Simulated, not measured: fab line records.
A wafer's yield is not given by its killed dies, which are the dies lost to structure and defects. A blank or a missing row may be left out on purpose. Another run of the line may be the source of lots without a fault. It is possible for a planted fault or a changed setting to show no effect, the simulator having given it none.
fab line records	flow n5Finfet
[record] lots = 12	wafers = 36	lastDay = 17
route steps=1938 shown SD_ACTIVATION@330 ILD0@340 SDB@353 PASSIVATION@1936
lots that met no fault: from a run of the same line without faults
startH: hours from the record's first day to the start of the lot's first wafer shown	waitH: hours since the lot's step before	" identical to the entry in the row above	L1.1+2: a row that stands for several wafers	- no value present, or no start provided	* or withheld: withheld	< > ~ a bound
route shown NAME@n: names a module that has steps shown in the file, with the first one's number in the route	usual: mean/standard deviation of fault-free wafers	same: alike in all rows	chamber/n: place in a boat	sites: per-site readings	_std_site: the standard deviation of these	_edge_site: mean of outer sites minus mean of inner sites	radiusMm: how far each site lies from the wafer's centre	mask NAME#n: copy n	behind: the most recent tool/chamber to have shaped the wafer	hold: why the lot was held/for how many hours/how that ended	device: the transistor (n, p or np) that didn't switch	end of line: the tests these same wafers got at the end of their route	step lacking rows: just its recipe	killed: count of dies lost to structure and defects at first sort (not the wafer's yield)	map: the dies of a wafer, with x for killed, . for not killed, _ for no die there
set.NAME: the setting the step ran with; set.NAME@STEP: the setting that earlier step ran with	model.NAME: the simulator's own value behind a step, which no gauge read
a sample of lots followed through the steps of the route, with each step as a table and each wafer as a row
services: when a tool's chamber went out of use (startH, in hours from the record's first day, below 0 if earlier), for how many hours, and the reason
[[steps]]
[step N5_SD_ACTIVATION_RTA_00]
[recipe] tempC = 975	timeS = 0	ambient = N2	idleTempC = 600	rampUpCPerS = 150	rampDownCPerS = 60	coolToC = 600
[usual] lampPowerPct = 8.96/0.058	lamp_zone_5_pct = 8.952/0.028	lamp_zone_7_pct = 9.35/0.03	wafer_temp_C_max = 974.7/1.9
lot.wafer	tool	chamber	startH	waitH	lampPowerPct	lamp_zone_5_pct	lamp_zone_7_pct	wafer_temp_C_max
L542.1	rtpAnneal-01	0	69.82	0.0	8.99	8.977	9.33	974.9
L542.4	"	0	"	"	8.94	8.939	9.32	976.6
L542.6	"	0	"	"	8.92	8.964	9.32	974.5
L543.2	rtpAnneal-01	0	77.94	0.1	8.98	8.983	9.36	972.9
L543.3	"	0	"	"	8.87	8.940	9.34	975.0
L543.5	"	0	"	"	8.83	8.974	9.35	974.0
L544.1	rtpAnneal-01	0	84.01	0.2	8.95	8.948	9.34	974.4
L544.2	"	0	"	"	9.04	8.922	9.27	973.2
L544.5	"	0	"	"	8.95	8.979	9.40	974.1
L546.1	rtpAnneal-01	0	94.10	0.0	8.93	8.977	9.35	975.4
L546.4	"	0	"	"	8.88	8.955	9.32	976.9
L546.5	"	0	"	"	8.95	8.986	9.36	974.1
L548.1	rtpAnneal-02	0	107.56	0.0	8.89	8.951	9.40	971.8
L548.2	"	0	"	"	8.88	8.896	9.33	973.7
L548.5	"	0	"	"	9.01	8.963	9.31	972.9
L549.2	rtpAnneal-02	0	112.66	0.1	8.99	8.959	9.33	973.9
L549.3	"	0	"	"	8.96	8.948	9.38	974.6
L549.4	"	0	"	"	9.00	8.943	9.37	979.2
L552.1	rtpAnneal-02	0	131.19	0.0	8.83	8.924	9.34	976.2
L552.2	"	0	"	"	8.99	8.919	9.37	975.0
L552.4	"	0	"	"	9.00	8.936	9.33	977.6
L553.1	rtpAnneal-02	0	137.27	0.0	8.98	8.940	9.33	975.9
L553.5	"	0	"	"	9.12	8.951	9.33	974.4
L553.6	"	0	"	"	8.94	8.938	9.30	977.1
L554.2	rtpAnneal-02	0	143.24	0.1	8.94	8.977	9.37	973.1
L554.3	"	0	"	"	8.95	8.927	9.38	976.7
L554.5	"	0	"	"	8.88	8.987	9.36	973.5
L558.1	rtpAnneal-02	0	168.32	0.1	8.95	8.970	9.30	974.4
L558.2	"	0	"	"	8.94	9.004	9.38	977.5
L558.4	"	0	"	"	8.98	8.970	9.36	973.7
L562.1	rtpAnneal-01	0	191.43	0.0	9.00	8.940	9.37	976.8
L562.2	"	0	"	"	9.04	8.966	9.33	972.9
L562.5	"	0	"	"	8.96	8.923	9.34	974.0
L563.1	rtpAnneal-01	0	195.74	0.0	8.96	8.964	9.39	975.7
L563.2	"	0	"	"	8.97	8.939	9.34	973.9
L563.5	"	0	"	"	9.02	8.972	9.35	972.0
[step N5_ILD0_CMP_07]
[recipe] stopOn = poly-Si	material = SiO2_flowable	tOverpolishS = 1.18	postCmpClean = alkalineBrush	downForcePsi = 4.1491	platenRpm = 51.796	padVelocityMS = 1.0306	targetThkNm = 138.88
[usual] motorCurrentA = 12.6/1.3	retainingRingPressureFrac = 1.000/0.0046
lot.wafer	tool	chamber	startH	waitH	motorCurrentA	retainingRingPressureFrac
L542.4	cmp-04	2	73.30	0.0	10.9	0.998
L542.1	"	1	"	"	12.4	0.991
L542.6	"	2	"	"	11.3	0.998
L543.3	cmp-02	0	81.42	0.0	13.6	0.993
L543.2	"	2	"	"	11.5	1.003
L543.5	"	1	"	"	13.7	1.003
L544.1	cmp-02	3	87.55	0.1	11.6	1.005
L544.2	"	0	"	"	13.3	1.000
L544.5	"	2	"	"	11.2	1.002
L546.4	cmp-04	0	97.91	0.0	12.8	1.010
L546.1	"	3	"	"	15.1	1.003
L546.5	"	1	"	"	12.5	1.004
L548.1	cmp-02	3	111.23	0.1	11.5	0.998
L548.2	"	0	"	"	12.8	1.005
L548.5	"	3	"	"	11.0	1.002
L549.2	cmp-04	3	116.55	0.0	14.6	1.016
L549.3	"	1	"	"	12.6	1.005
L549.4	"	2	"	"	11.2	1.006
L552.1	cmp-04	0	134.64	0.0	12.5	1.001
L552.2	"	2	"	"	10.8	0.999
L552.4	"	3	"	"	15.6	1.005
L553.1	cmp-02	0	141.90	0.2	13.2	1.001
L553.5	"	2	"	"	11.4	0.997
L553.6	"	3	"	"	11.5	0.999
L554.2	cmp-01	1	147.23	0.0	11.3	0.993
L554.3	"	0	"	"	12.4	1.000
L554.5	"	1	"	"	11.7	1.004
L558.4	cmp-01	3	171.77	0.0	14.9	0.996
L558.1	"	0	"	"	11.9	1.001
L558.2	"	1	"	"	11.9	1.009
L562.1	cmp-04	0	194.90	0.0	13.3	1.001
L562.2	"	2	"	"	11.2	0.996
L562.5	"	0	"	"	12.5	1.000
L563.2	cmp-02	1	199.19	0.0	12.6	1.001
L563.1	"	2	"	"	11.9	0.998
L563.5	"	1	"	"	13.1	1.002
[step N5_SDB_EXPOSE_08]
[recipe] maskId = SDB	na = 1.35	sourceShape = conventional	sigmaOuter = 0.5	polarization = unpolarized	doseMj = 49.6
[usual] exposureDoseMJCm2 = 49.74/0.19	reticleTempC = 23.00/0.13
[same] sigmaOuter = 0.5
lot.wafer	tool	chamber	startH	waitH	mask	exposureDoseMJCm2	reticleTempC
L542.1	arfiScanner-02	0	77.56	-	SDB#0	49.90	23.13
L542.4	"	0	"	"	SDB#0	49.95	23.01
L542.6	"	0	"	"	SDB#0	49.99	22.95
L543.2	arfiScanner-01	0	85.32	-	SDB#0	49.60	23.04
L543.3	"	0	"	"	SDB#0	49.57	23.12
L543.5	"	0	"	"	SDB#0	49.59	23.14
L544.1	arfiScanner-01	0	91.34	-	SDB#0	49.56	23.04
L544.2	"	0	"	"	SDB#0	49.54	22.93
L544.5	"	0	"	"	SDB#0	49.55	22.98
L546.1	arfiScanner-01	0	102.16	-	SDB#0	46.08	22.89
L546.4	"	0	"	"	SDB#0	46.05	22.87
L546.5	"	0	"	"	SDB#0	46.09	23.02
L548.1	arfiScanner-01	0	115.09	-	SDB#0	46.77	22.90
L548.2	"	0	"	"	SDB#0	46.83	22.76
L548.5	"	0	"	"	SDB#0	46.78	22.87
L549.2	arfiScanner-02	0	120.71	-	SDB#0	49.98	22.69
L549.3	"	0	"	"	SDB#0	49.97	22.98
L549.4	"	0	"	"	SDB#0	49.99	22.94
L552.1	arfiScanner-02	0	138.54	-	SDB#0	49.98	23.09
L552.2	"	0	"	"	SDB#0	49.99	22.95
L552.4	"	0	"	"	SDB#0	50.00	23.05
L553.1	arfiScanner-02	0	145.60	-	SDB#0	49.92	23.00
L553.5	"	0	"	"	SDB#0	49.92	23.14
L553.6	"	0	"	"	SDB#0	49.93	23.02
L554.2	arfiScanner-02	0	151.24	-	SDB#0	49.99	22.99
L554.3	"	0	"	"	SDB#0	50.02	23.01
L554.5	"	0	"	"	SDB#0	49.94	23.08
L558.1	arfiScanner-03	0	175.54	-	SDB#0	49.58	23.26
L558.2	"	0	"	"	SDB#0	49.49	23.16
L558.4	"	0	"	"	SDB#0	49.55	23.36
L562.1	arfiScanner-02	0	198.80	-	SDB#0	49.95	23.01
L562.2	"	0	"	"	SDB#0	49.94	23.00
L562.5	"	0	"	"	SDB#0	49.98	23.11
L563.1	arfiScanner-02	0	202.96	-	SDB#0	50.09	23.25
L563.2	"	0	"	"	SDB#0	50.00	22.92
L563.5	"	0	"	"	SDB#0	50.02	23.13
[step N5_SDB_CD_MEAS_11]
[recipe] targetCdNm = 50	landingEnergyEv = 500	detector = seInlens	polarity = opening
[usual] cdNm = 49.4/1.1
[same] landingEnergyEv = 500
lot.wafer	tool	chamber	startH	waitH	cdNm
L542.1	cdSem-02	0	77.68	-	51.1
L542.4	"	0	"	"	51.7
L542.6	"	0	"	"	50.7
L543.2	cdSem-03	0	85.44	-	50.5
L543.3	"	0	"	"	49.8
L543.5	"	0	"	"	49.3
L544.1	cdSem-03	0	91.46	-	48.5
L544.2	"	0	"	"	47.2
L544.5	"	0	"	"	47.4
L546.1	cdSem-01	0	102.29	-	42.1
L546.4	"	0	"	"	44.6
L546.5	"	0	"	"	43.2
L548.1	cdSem-03	0	115.21	-	43.7
L548.2	"	0	"	"	43.8
L548.5	"	0	"	"	44.3
L549.2	cdSem-02	0	120.83	-	48.0
L549.3	"	0	"	"	49.5
L549.4	"	0	"	"	48.9
L552.1	cdSem-03	0	138.66	-	51.0
L552.2	"	0	"	"	50.5
L552.4	"	0	"	"	49.9
L553.1	cdSem-01	0	145.72	-	49.4
L553.5	"	0	"	"	50.5
L553.6	"	0	"	"	49.9
L554.2	cdSem-01	0	151.36	-	49.7
L554.3	"	0	"	"	49.5
L554.5	"	0	"	"	48.2
L558.1	cdSem-01	0	175.67	-	49.6
L558.2	"	0	"	"	49.3
L558.4	"	0	"	"	47.4
L562.1	cdSem-02	0	198.92	-	47.5
L562.2	"	0	"	"	48.4
L562.5	"	0	"	"	48.9
L563.1	cdSem-02	0	203.09	-	49.4
L563.2	"	0	"	"	50.3
L563.5	"	0	"	"	51.8
[step N5_SDB_OVL_MEAS_12]
[recipe] pointsPerWafer = 44
[usual] SDB_OVL = 0.3/0.76
lot.wafer	tool	chamber	startH	waitH	SDB_OVL[nm]
L542.1	overlay-01	0	77.71	0.0	-0.1
L542.4	"	0	"	"	-0.2
L542.6	"	0	"	"	0.6
L543.2	overlay-02	0	85.47	0.0	1.4
L543.3	"	0	"	"	2.3
L543.5	"	0	"	"	2.0
L544.1	overlay-02	0	91.49	0.0	0.5
L544.2	"	0	"	"	1.1
L544.5	"	0	"	"	-0.1
L546.1	overlay-02	0	102.32	0.0	-0.2
L546.4	"	0	"	"	-0.3
L546.5	"	0	"	"	-0.8
L548.1	overlay-02	0	115.25	0.0	-1.0
L548.2	"	0	"	"	0.6
L548.5	"	0	"	"	-0.2
L549.2	overlay-01	0	120.86	0.0	1.0
L549.3	"	0	"	"	0.0
L549.4	"	0	"	"	-0.2
L552.1	overlay-02	0	138.69	0.0	-0.7
L552.2	"	0	"	"	0.4
L552.4	"	0	"	"	-0.4
L553.1	overlay-01	0	145.76	0.0	-0.1
L553.5	"	0	"	"	1.5
L553.6	"	0	"	"	-0.3
L554.2	overlay-01	0	151.39	0.0	-0.4
L554.3	"	0	"	"	0.0
L554.5	"	0	"	"	1.2
L558.1	overlay-01	0	175.70	0.0	0.7
L558.2	"	0	"	"	0.5
L558.4	"	0	"	"	1.7
L562.1	overlay-02	0	198.95	0.0	-0.1
L562.2	"	0	"	"	1.1
L562.5	"	0	"	"	-0.7
L563.1	overlay-01	0	203.12	0.0	-0.6
L563.2	"	0	"	"	0.6
L563.5	"	0	"	"	-0.1
[step N5_PASSIVATION_PROBE_49]
[usual] defectLimitedYield = 91.3/1.5	killed_at_M0_to_M3 = 34/11	killed_at_M4_up = 14/6.1	killedAtContacts = 12/5.9	killedAtFrontEnd = 39/11	killedAtOther = 4/3.3	killedDies = 102/18	killedOpen = 67/13	killedShort = 33/7.9	sort_bin_5_function = 5.1/1	sort_bin_6_memory = 3.3/0.7	sortNPass = 1077/19	sortYieldPct = 91.3/1.6
[same] grossDies = 1180	killedAtBackSide = 0	sort_bin_4_leakage[%] = 0	sort_bin_8_speed[%] = 0
lot.wafer	tool	chamber	startH	waitH	defectLimitedYield[%]	killed_at_M0_to_M3	killed_at_M4_up	killedAtContacts	killedAtFrontEnd	killedAtOther	killedDies	killedOpen	killedShort	sort_bin_5_function[%]	sort_bin_6_memory[%]	sortNPass	sortYieldPct[%]
L554.2	prober-01	-	343.66	0.1	89.9	39	17	20	34	9	119	85	32	5.4	4.4	1061	89.9
L554.3	prober-01	-	343.71	0.1	90.4	44	22	13	28	6	113	83	27	6.3	3.1	1067	90.4
L554.5	prober-01	-	343.81	0.2	90.7	45	18	12	25	10	110	73	35	5.0	3.9	1070	90.7
// killed by level:class
L554.2 MOL_CONTACT_COAG:geometricParticle:open=16 BEOL_M3:geometricParticle:open=14 FIN_SAQP:geometricParticle:open=9 BEOL_M0_SAQP:geometricParticle:short=8 STI_FIN_REVEAL:geometricParticle:open=7 BEOL_M4:geometricParticle:open=7 BEOL_M0_SAQP:geometricParticle:open=6 DUMMY_GATE:geometricParticle:open=4
L554.3 BEOL_M3:geometricParticle:open=18 MOL_CONTACT_COAG:geometricParticle:open=8 BEOL_M0_SAQP:geometricParticle:open=8 FIN_SAQP:geometricParticle:open=7 STI_FIN_REVEAL:geometricParticle:open=7 BEOL_M4:geometricParticle:open=7 STARTING-WAFER:geometricParticle:short=6 MOL_CONTACT_COAG:geometricParticle:short=5
L554.5 BEOL_M0_SAQP:geometricParticle:open=14 BEOL_M4:geometricParticle:open=12 BEOL_M0_SAQP:geometricParticle:short=10 MOL_CONTACT_COAG:geometricParticle:open=9 BEOL_M3:geometricParticle:open=9 FIN_SAQP:geometricParticle:short=7 BEOL_M2:geometricParticle:open=6 GATE_CUT:geometricParticle:open=5
[[services]]
tool	chamber	startH	hours	kind
cmp-04	-	47.95	0.6	repair
arfiScanner-01	-	54.48	1.0	pm
arfiScanner-02	-	60.29	1.3	pm
rtpAnneal-02	-	61.30	4.6	pm
cmp-02	-	61.79	6.2	pm
arfiScanner-03	-	80.36	1.3	repair
arfiScanner-02	-	82.75	4.9	pm
cmp-01	-	90.69	0.4	repair
arfiScanner-01	-	92.97	1.3	pm
arfiScanner-01	-	94.27	1.0	pm
cmp-04	-	103.78	12.7	repair
rtpAnneal-02	-	106.03	1.2	pm
cmp-02	-	116.60	4.0	pm
cmp-02	-	136.64	2.2	repair
cmp-04	-	146.70	6.9	pm
arfiScanner-02	-	152.62	0.8	pm
cmp-01	-	153.65	4.2	pm
cmp-01	-	157.95	2.1	repair
arfiScanner-01	-	164.17	0.8	pm
arfiScanner-02	-	176.06	1.0	pm
arfiScanner-02	-	177.48	3.1	pm
arfiScanner-02	-	185.79	1.3	pm
cmp-01	-	189.59	0.3	repair
cmp-01	-	193.67	4.0	pm
[[key]]
[firstSign] step = N5_SDB_EXPOSE_08	reading = exposureDoseMJCm2	direction = down	sigmas = 17	usual = 49.74	struck = 46.43
[effect] step = N5_SDB_CD_MEAS_11	reading = cdNm	direction = down	sigmas = 5	usual = 49.4	struck = 43.6	through = controlLoop
metAt N5_SDB_EXPOSE_08
struckLots L546,L548
rowsEnd L546.1,L546.4,L546.5,L548.1,L548.2,L548.5
[loopTrim] step = N5_SDB_EXPOSE_08	setting = dose	lots = L548
notActingAt N5_SD_ACTIVATION_RTA_00,N5_ILD0_CMP_07,N5_SDB_OVL_MEAS_12
onsetBetween 91.34 102.16
[fault] kind = processParameterDrift	tool = arfiScanner-01	chamber = -	onsetH = 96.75	steps = N5_SDB_EXPOSE_08	channel = doseMj	offset = -3.4539	shape = step	actsIn = theseRecipesOnly	stated = 49.6
// rowsEnd: these wafers met a further fault down the route, and their rows from its step on are left out
// loopTrim: a control loop set the setting to another value than it would have without faults
